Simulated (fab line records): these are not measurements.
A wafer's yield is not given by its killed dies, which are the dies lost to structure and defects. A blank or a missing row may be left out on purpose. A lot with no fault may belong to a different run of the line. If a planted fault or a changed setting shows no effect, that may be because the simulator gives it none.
Chamber matching	flow nand-harc	ald-hk-04 running NHARC_A_CHANNEL_FILL_D2_ALD_16: 4 sister chambers
The step deposits SiO2, target thk 1.5 nm, pulse time 10 s, ald cycles 15. 4 wafers are shown with their chamber, then 9 later ones without.

WAFERS WITH THEIR CHAMBER
wafer	chamber	heater-power-w (W)
L085.3	3	520
L085.6	1	504
L090.1	2	365
L090.5	0	503

WAFERS WITH NO CHAMBER GIVEN
wafer	heater-power-w (W)
L092.1	481
L092.4	512
L092.5	510
L097.2	508
L097.4	485
L097.6	371
L096.4	367
L096.5	535
L096.6	510

WHICH CHAMBER EACH WENT THROUGH
wafer	from the rows above	in truth
L092.1	can't be placed: 0 or 1 or 3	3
L092.4	can't be placed: 1 or 3 or 0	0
L092.5	can't be placed: 1 or 0 or 3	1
L097.2	can't be placed: 1 or 0 or 3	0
L097.4	can't be placed: 0 or 1 or 3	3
L097.6	2	2
L096.4	2	2
L096.5	can't be placed: 3 or 1 or 0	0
L096.6	can't be placed: 1 or 0 or 3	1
Correct placement for 2 of the 9. From these rows, 7 cannot be placed; in 7 the true chamber is one of the candidates. Placed wrongly: 0.
How it was worked out, from the rows above alone: a wafer's distance from a chamber is the root of the sum, over the readings, of the square of ((its reading less the chamber's mean) divided by the reading's scatter). The wafer belongs to the nearest chamber; if the next one is less than 2 further off, it can't be placed. The mean given for a chamber averages the wafers shown for that chamber. The scatter (one wafer shown for each chamber): square how far every hidden wafer sits from the nearest shown wafer, average those squares and take the square root.
